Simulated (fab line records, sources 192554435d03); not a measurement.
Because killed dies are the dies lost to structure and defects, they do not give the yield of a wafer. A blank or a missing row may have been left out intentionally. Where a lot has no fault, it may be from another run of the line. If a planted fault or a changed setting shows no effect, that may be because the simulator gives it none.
Lot-split experiment -- flow n5 finfet -- 21 wafers read from 7 lots, route of 1938 steps

ABOUT THE SPLIT
At N5_WELL_APT_COAT_02 (resist thk 950 nm), the setting spin rpm was moved away from the recipe's 1357 rpm on 4 of the 21 wafers read, by -5.5% to +10.2%. For the rest of the wafers, this setting stayed at what the recipe calls for.

The reading comes from the split's own step.

THE READING
coat_of_WELL_APT_COAT_02.thk nm (the simulator's own value, which no gauge read), in nm, at N5_WELL_APT_COAT_02 (resist thk 950 nm). There is no usual value for it anywhere in the file. Average 951.2 nm, standard deviation 2.4 nm, over the 17 wafers here run with the recipe.

wafer,"tool, chamber at the split","spin rpm as run, rpm",against the recipe,"coat_of_WELL_APT_COAT_02.thk nm, nm",against lot-mates on the recipe
L076.1,"litho track-05, 0",1357,recipe,949.2,-
L076.3,"litho track-05, 0",1483,+9.3%,906,-42.7
L076.4,"litho track-05, 0",1357,recipe,948.1,-
L083.1,"litho track-04, 0",1282,-5.5%,981.4,+26.0
L083.3,"litho track-04, 0",1282,-5.5%,982.2,+26.8
L083.4,"litho track-04, 0",1357,recipe,955.4,-
L084.1,"litho track-05, 0",1357,recipe,946.9,-
L084.3,"litho track-05, 0",1357,recipe,949.2,-
L084.5,"litho track-05, 0",1357,recipe,949.7,-
L086.1,"litho track-04, 0",1357,recipe,956.3,-
L086.2,"litho track-04, 0",1357,recipe,952.5,-
L086.6,"litho track-04, 0",1357,recipe,953.1,-
L090.1,"litho track-02, 0",1357,recipe,951.4,-
L090.4,"litho track-02, 0",1357,recipe,950.9,-
L090.6,"litho track-02, 0",1357,recipe,949.3,-
L096.1,"litho track-02, 0",1357,recipe,951.9,-
L096.3,"litho track-02, 0",1357,recipe,951.9,-
L096.4,"litho track-02, 0",1357,recipe,953.6,-
L097.2,"litho track-02, 0",1357,recipe,950.7,-
L097.4,"litho track-02, 0",1357,recipe,950.5,-
L097.5,"litho track-02, 0",1495,+10.2%,905.7,-44.9

FIT RESULTS
A straight line over all 21 wafers: coat_of_WELL_APT_COAT_02.thk nm changes by -4.89 nm for each +1% of spin rpm; r = -0.99; the points scatter about the line by 2.7 nm.
The same after taking each lot's own level away (the mean of its wafers on the recipe; 21 wafers): -4.57 nm for each +1%; r = -1.00; scatter 1.1 nm.
That fit puts the effect of the largest move of spin rpm on the reading at 46 nm.
Across the lots, their own levels run from 948.60 to 955.40 nm, a range of 2.8 times the standard deviation given above.
The two slopes agree, so the slope changes little with the lot-to-lot level.
Check: with one of the wafers moved furthest among these (+10.2%) left out of the fit, the line predicts -47.4 nm for it against its lot-mates. It came out at -44.9 nm against them.

THE OTHER SPLITS THESE WAFERS WENT THROUGH
Before the reading, these wafers also passed through other splits. Each is held against what the fit with the lots' levels taken away leaves over:
other split on the same wafers,wafers away from the commonest value,r with coat_of_WELL_APT_COAT_02.thk nm (lot level and that fit taken away)
N5_ZERO_LAYER_PECVD_02 time s,7,-0.13
N5_ZERO_LAYER_COAT_05 spin rpm,8,+0.04
N5_ZERO_LAYER_EXPOSE_08 dose mj,10,-0.09

FILE'S OWN FIT
coat_of_WELL_APT_COAT_02.thk nm changes by -4.53 nm for each +1% of spin rpm, r = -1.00.
